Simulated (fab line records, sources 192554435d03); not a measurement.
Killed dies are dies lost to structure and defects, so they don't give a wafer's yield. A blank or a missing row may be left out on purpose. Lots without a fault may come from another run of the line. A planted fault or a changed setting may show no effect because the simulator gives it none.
fab line records | flow n5_finfet
record lots=11 wafers=33 last_day=17
route steps=1938 shown BEOL_M7@1302 PASSIVATION@1936
lots that met no fault: from a run of the same line without faults
start_h: hours from the record's first day to the start of the lot's first wafer shown | wait_h: hours since the lot's step before | " the same as in the row above | L1.1+2: a row that stands for several wafers | - no value, or no start given | * or withheld: withheld | < > ~ a bound
route shown NAME@n: a module of which the file shows steps, and the number in the route of the first | usual: mean/standard deviation of fault-free wafers | same: alike in all rows | chamber/n: place in a boat | sites: the reading at each site | _std_site: their standard deviation | _edge_site: outer sites' mean less inner sites' | radius_mm: how far each site lies from the wafer's centre | mask NAME#n: copy n | behind: the tool/chamber that last shaped the wafer | hold: why the lot was held/for how many hours/how that ended | device: the transistor (n, p or np) that didn't switch | end of line: the same wafers' tests at the end of the route | a step without rows: its recipe alone | killed: dies lost to structure and defects at the first sort, not the wafer's yield | map: a wafer's dies, x killed, . not, _ none there
set.NAME: the setting as run; set.NAME@STEP: as run at that earlier step | model.NAME: the simulator's own value behind a step, which no gauge read
steps of the route over a sample of lots; a table a step, a row a wafer
services: from which hour (start_h, from the record's first day; less than 0 if before it) a tool's chamber was out of use, for how many hours, and why
## steps
# step N5_BEOL_M7_ETCH_66
# recipe chemistry=N2/H2 target=SOC target_depth_a=800 overetch_a=160 mask_material=SiARC temp_c=40 time_s=120 ion_energy_ev=200 pressure_mtorr=30 source_w=840 bias_w=150 n2_flow_sccm=200 h2_flow_sccm=200
# usual drypump_motor_current_A=5.9/0.5 oes_product_au=0.64/0.066 rf_vpp_V=524.3/2.5 showerhead_plenum_p_Torr=2.56/0.082 throttle_valve_pct=17.72/0.26
# columns lot.wafer tool chamber start_h wait_h drypump_motor_current_A oes_product_au rf_hours_counter_h rf_vpp_V showerhead_plenum_p_Torr throttle_valve_pct
L800.2 rie_diel-04 2 193.06 0.0 5.7 0.53 242 526.5 2.61 17.78
L800.3 " 1 " " 5.4 0.52 247 525.8 2.62 17.92
L800.6 " 3 " " 5.5 0.71 - 526.9 2.69 17.20
L801.2 rie_diel-02 3 198.99 0.0 6.5 0.58 160 523.0 2.54 17.89
L801.5 " 1 " " 6.2 0.71 - 524.6 2.50 17.82
L801.6 " 3 " " 6.5 0.59 - 522.9 2.54 17.92
L803.2 rie_diel-02 2 201.24 0.0 6.8 0.63 79 523.2 2.57 18.04
L803.5 " 3 " " 6.5 0.58 - 524.0 2.54 17.90
L803.6 " 2 " " 6.8 0.64 - 526.6 2.57 18.07
L804.1 rie_diel-02 2 201.75 0.0 6.7 0.63 79 525.1 2.57 18.04
L804.3 " 1 " " 6.2 0.71 5 523.3 2.50 17.83
L804.5 " 1 " " 6.2 0.72 - 521.9 2.50 17.82
L805.1 rie_diel-05 1 213.96 0.0 5.6 0.58 147 521.1 2.44 17.72
L805.2 " 0 " " 5.4 0.53 219 527.2 2.62 17.93
L805.4 " 3 " " 6.3 0.61 108 520.8 2.45 17.81
L808.2 rie_diel-04 2 236.99 0.0 5.7 0.52 259 526.0 2.60 17.82
L808.4 " 0 " " 5.4 0.73 - 525.4 2.60 17.95
L808.6 " 2 " " 5.7 0.52 - 524.9 2.60 17.82
L810.3 rie_diel-04 3 257.19 0.0 5.4 0.68 37 526.9 2.68 17.24
L810.4 " 0 " " 5.4 0.71 12 525.9 2.59 17.96
L810.5 " 3 " " 5.4 0.68 - 527.2 2.68 17.25
L818.2 rie_diel-04 1 299.85 0.0 5.4 0.69 16 526.1 2.60 17.57
L818.4 " 3 " " 5.5 0.66 53 527.6 2.68 17.25
L818.6 " 2 " " 5.7 0.76 - 526.4 2.59 17.31
L819.2 rie_diel-04 2 317.95 0.0 5.7 0.73 7 524.2 2.59 17.33
L819.5 " 1 " " 5.4 0.69 - 524.7 2.60 17.58
L819.6 " 2 " " 5.7 0.73 - 526.9 2.59 17.33
L822.2 rie_diel-04 0 324.44 0.0 5.4 0.67 33 524.3 2.58 17.99
L822.3 " 3 " " 5.5 0.66 59 526.9 2.67 17.29
L822.4 " 1 " " 5.4 0.68 23 524.7 2.60 17.57
L820.1 rie_diel-04 2 326.59 0.0 5.7 0.73 9 525.5 2.59 17.32
L820.4 " 1 " " 5.3 0.68 24 524.6 2.60 17.58
L820.6 " 3 " " 5.4 0.65 - 525.5 2.67 17.28
# step N5_BEOL_M7_STRIP_80
# recipe chemistry=N2/H2 time_s=10 power_w=450 temp_c=40 pressure_mtorr=20 rf_frequency_hz=6e+07 bias_power_w=7 n2_flow_sccm=200 h2_flow_sccm=200
# usual drypump_motor_current_A=5.9/0.5 oes_product_au=0.83/0.091 rf_vpp_V=59.4/0.81 showerhead_plenum_p_Torr=2.55/0.082 throttle_valve_pct=23.6/0.33
# columns lot.wafer tool chamber start_h wait_h drypump_motor_current_A oes_product_au rf_hours_counter_h rf_vpp_V showerhead_plenum_p_Torr throttle_valve_pct
L800.2 rie_diel-04 2 - - 5.7 0.68 242 60.2 2.60 23.6
L800.3 " 1 " " 5.3 0.68 247 58.9 2.61 23.8
L800.6 " 3 " " 5.5 0.94 - 61.4 2.69 23.0
L801.2 rie_diel-02 3 - - 6.4 0.76 161 59.4 2.54 23.6
L801.5 " 1 " " 6.2 0.95 - 58.8 2.49 23.9
L801.6 " 3 " " 6.4 0.77 - 58.6 2.54 23.6
L803.2 rie_diel-02 2 - - 6.7 0.83 79 59.8 2.57 23.9
L803.5 " 3 " " 6.5 0.76 - 59.7 2.54 23.6
L803.6 " 2 " " 6.7 0.82 - 57.8 2.56 23.9
L804.1 rie_diel-02 2 - - 6.7 0.83 79 58.3 2.57 23.9
L804.3 " 1 " " 6.2 0.95 5 59.6 2.49 23.9
L804.5 " 1 " " 6.2 0.94 - 59.3 2.49 23.9
L805.1 rie_diel-05 1 - - 5.6 0.75 147 58.5 2.44 23.5
L805.2 " 0 " " 5.5 0.70 219 59.4 2.62 23.9
L805.4 " 3 " " 6.3 0.78 108 58.5 2.45 23.7
L808.2 rie_diel-04 2 - - 5.7 0.69 259 59.9 2.59 23.6
L808.4 " 0 " " 5.4 0.95 - 59.4 2.59 24.1
L808.6 " 2 " " 5.7 0.68 - 59.6 2.59 23.6
L810.3 rie_diel-04 3 - - 5.4 0.89 38 59.4 2.68 23.0
L810.4 " 0 " " 5.4 0.93 12 58.4 2.59 24.0
L810.5 " 3 " " 5.5 0.89 - 59.3 2.68 23.0
L818.2 rie_diel-04 1 - - 5.3 0.90 16 58.2 2.60 23.6
L818.4 " 3 " " 5.5 0.87 53 60.7 2.67 23.0
L818.6 " 2 " " 5.7 1.01 - 58.8 2.59 23.1
L819.2 rie_diel-04 2 - - 5.7 0.98 7 58.8 2.59 23.1
L819.5 " 1 " " 5.4 0.89 - 60.0 2.60 23.6
L819.6 " 2 " " 5.7 0.97 - 60.3 2.59 23.1
L822.2 rie_diel-04 0 - - 5.4 0.88 34 59.6 2.58 24.1
L822.3 " 3 " " 5.5 0.86 59 60.0 2.67 23.0
L822.4 " 1 " " 5.4 0.89 23 59.0 2.60 23.6
L820.1 rie_diel-04 2 - - 5.7 0.96 9 59.6 2.59 23.1
L820.4 " 1 " " 5.4 0.89 24 59.8 2.60 23.6
L820.6 " 3 " " 5.5 0.85 - 60.3 2.67 23.0
# step N5_BEOL_M7_OCD_MEAS_38
# usual trench_depth_nm=92.7/1.6
# columns lot.wafer tool chamber start_h wait_h trench_depth_nm
L800.2 ocd-02 - 193.41 - 92.8
L800.3 " - " " 91.3
L800.6 " - " " 92.0
L801.2 ocd-02 - 199.34 - 91.9
L801.5 " - " " 92.6
L801.6 " - " " 92.1
L803.2 ocd-01 - 201.59 - 90.7
L803.5 " - " " 92.0
L803.6 " - " " 91.0
L804.1 ocd-02 - 202.10 - 90.0
L804.3 " - " " 92.7
L804.5 " - " " 92.2
L805.1 ocd-02 - 214.31 - 92.4
L805.2 " - " " 94.3
L805.4 " - " " 91.4
L808.2 ocd-02 - 237.34 - 91.6
L808.4 " - " " 93.6
L808.6 " - " " 94.0
L810.3 ocd-02 - 257.55 - 91.3
L810.4 " - " " 92.8
L810.5 " - " " 91.5
L818.2 ocd-01 - 300.20 - 96.3
L818.4 " - " " 93.5
L818.6 " - " " 95.8
L819.2 ocd-02 - 318.30 - 95.2
L819.5 " - " " 93.2
L819.6 " - " " 94.3
L822.2 ocd-01 - 324.80 - 93.0
L822.3 " - " " 93.0
L822.4 " - " " 94.9
L820.1 ocd-01 - 326.94 - 96.0
L820.4 " - " " 95.5
L820.6 " - " " 92.2
# step N5_BEOL_M7_SPUTTER_48
# recipe material=Cu target_thk_a=100 temp_c=-20 bias_v=60 power_w=26000 chamber_pressure_pa=0.13 time_s=1.667
# usual cathode_dc_power_W=26000/4.7 substrate_temp_c=-19.99/0.11 throttle_valve_pct=29.9/1
# columns lot.wafer tool chamber start_h wait_h cathode_dc_power_W substrate_temp_c throttle_valve_pct
L800.2 pvd_sputter-03 - 194.61 0.1 25996 -20.13 29.8
L800.3 " - " " 26006 -19.98 30.7
L800.6 " - " " 26001 -20.15 28.7
L801.2 pvd_sputter-01 - 201.06 0.1 26005 -20.05 30.2
L801.5 " - " " 26001 -19.73 31.5
L801.6 " - " " 25998 -19.97 30.0
L803.2 pvd_sputter-03 - 203.10 0.1 26001 -19.98 28.7
L803.5 " - " " 26001 -19.96 28.6
L803.6 " - " " 26002 -20.13 29.8
L804.1 pvd_sputter-03 - 203.59 0.1 26011 -20.10 29.7
L804.3 " - " " 26004 -20.06 31.9
L804.5 " - " " 26003 -20.00 28.9
L805.1 pvd_sputter-03 - 216.40 0.5 26005 -19.84 28.8
L805.2 " - " " 26006 -19.84 29.4
L805.4 " - " " 26004 -20.28 30.5
L808.2 pvd_sputter-02 - 238.77 0.1 26011 -19.86 29.1
L808.4 " - " " 26004 -19.87 28.6
L808.6 " - " " 25997 -19.81 29.0
L810.3 pvd_sputter-03 - 259.45 0.5 25999 -20.04 30.8
L810.4 " - " " 26004 -19.89 31.9
L810.5 " - " " 26001 -19.99 32.1
L818.2 pvd_sputter-01 - 303.49 0.1 26009 -19.95 29.9
L818.4 " - " " 25999 -20.12 31.5
L818.6 " - " " 25993 -20.01 30.3
L819.2 pvd_sputter-03 - 320.04 0.4 23125 -20.22 29.5
L819.5 " - " " 23116 -20.10 29.6
L819.6 " - " " 23118 -20.06 28.6
L822.2 pvd_sputter-01 - 326.09 0.2 26000 -20.08 31.4
L822.3 " - " " 26003 -19.91 29.5
L822.4 " - " " 26003 -19.79 30.3
L820.1 pvd_sputter-03 - 328.42 0.2 23121 -20.08 31.7
L820.4 " - " " 23120 -20.06 31.9
L820.6 " - " " 23113 -19.79 29.5
# step N5_PASSIVATION_PROBE_49
# usual defect_limited_yield=91.6/1.6 killed_at_M0_to_M3=31/10 killed_at_M4_up=14/6.3 killed_at_contacts=12/6.1 killed_at_front_end=39/12 killed_at_other=3.7/2.8 killed_dies=100/19 killed_open=66/14 killed_short=33/8.1 sort_bin_5_function=5.0/1.1 sort_bin_6_memory=3.2/0.66 sort_n_pass=1080/18 sort_yield_pct=91.6/1.6
# same gross_dies=1180 killed_at_back_side=0 sort_bin_4_leakage[%]=0 sort_bin_8_speed[%]=0
# columns lot.wafer tool chamber start_h wait_h defect_limited_yield[%] killed_at_M0_to_M3 killed_at_M4_up killed_at_contacts killed_at_front_end killed_at_other killed_dies killed_open killed_short sort_bin_5_function[%] sort_bin_6_memory[%] sort_n_pass sort_yield_pct[%]
L819.5 prober-01 - 393.40 0.2 93.1 19 14 8 40 1 82 54 22 3.9 2.6 1098 93.1
L819.6 prober-01 - 393.45 0.3 89.2 47 11 16 44 10 128 80 46 6.9 3.6 1052 89.2
L820.4 prober-02 - 404.55 0.2 92.5 23 23 6 34 2 88 56 29 4.3 2.9 1092 92.5
# killed by level:class
L819.5 STI_FIN_REVEAL:geometric_particle:open=16 MOL_CONTACT_COAG:geometric_particle:open=7 BEOL_M0_SAQP:geometric_particle:short=7 BEOL_M1:geometric_particle:open=5 FIN_SAQP:geometric_particle:open=4 DUMMY_GATE:geometric_particle:open=4 GATE_CUT:geometric_particle:open=4 BEOL_M3:geometric_particle:open=4
L819.6 STI_FIN_REVEAL:geometric_particle:open=20 BEOL_M0_SAQP:geometric_particle:short=15 BEOL_M1:geometric_particle:open=15 MOL_CONTACT_COAG:geometric_particle:open=11 BEOL_M0_SAQP:geometric_particle:open=10 FIN_SAQP:geometric_particle:open=6 STI_FIN_REVEAL:geometric_particle:short=5 PAD_METAL:geometric_particle:short=5
L820.4 BEOL_M4:geometric_particle:open=10 FIN_SAQP:geometric_particle:open=8 BEOL_M5:geometric_particle:open=7 BEOL_M0_SAQP:geometric_particle:short=7 MOL_CONTACT_COAG:geometric_particle:open=6 BEOL_M1:geometric_particle:open=5 FIN_CUT:geometric_particle:short=4 STI_FIN_REVEAL:geometric_particle:open=4
## services
# columns tool chamber start_h hours kind
rie_diel-04 0 184.42 - clean
rie_diel-04 0 184.42 - consumable_replace:esc
rie_diel-04 0 184.42 - consumable_replace:focus_ring
rie_diel-04 0 184.42 36.4 scheduled_down
rie_diel-04 0 184.42 36.4 vent_cycle
rie_diel-02 0 191.04 - clean
rie_diel-02 0 191.04 - consumable_replace:focus_ring
rie_diel-02 0 191.04 - consumable_replace:showerhead
rie_diel-02 0 191.04 13.5 scheduled_down
rie_diel-02 0 191.04 13.5 vent_cycle
rie_diel-04 1 220.95 - clean
rie_diel-04 1 220.95 - consumable_replace:focus_ring
rie_diel-04 1 220.95 21.6 scheduled_down
rie_diel-04 1 220.95 21.6 vent_cycle
rie_diel-04 2 265.06 - clean
rie_diel-04 2 265.06 - consumable_replace:focus_ring
rie_diel-04 2 265.06 27.9 scheduled_down
rie_diel-04 2 265.06 27.9 vent_cycle
pvd_sputter-01 - 310.44 9.1 repair
rie_diel-02 0 324.30 6.3 repair
rie_diel-05 0 324.47 - clean
rie_diel-05 0 324.47 - consumable_replace:focus_ring
rie_diel-05 0 324.47 21.5 scheduled_down
rie_diel-05 0 324.47 21.5 vent_cycle
## key
first_sign step=N5_BEOL_M7_SPUTTER_48 reading=cathode_dc_power_W direction=down sigmas=99+ usual=* struck=*
effect none on later readings
met_at N5_BEOL_M7_SPUTTER_48
struck_lots L819,L820
not_acting_at N5_BEOL_M7_ETCH_66,N5_BEOL_M7_STRIP_80,N5_BEOL_M7_OCD_MEAS_38
onset_between 259.45 320.04
fault kind=process_parameter_drift tool=pvd_sputter-03 chamber=- onset_h=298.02 steps=N5_BEOL_M7_SPUTTER_48 channel=power_w offset=* shape=step end_h=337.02 acts_in=* stated=*
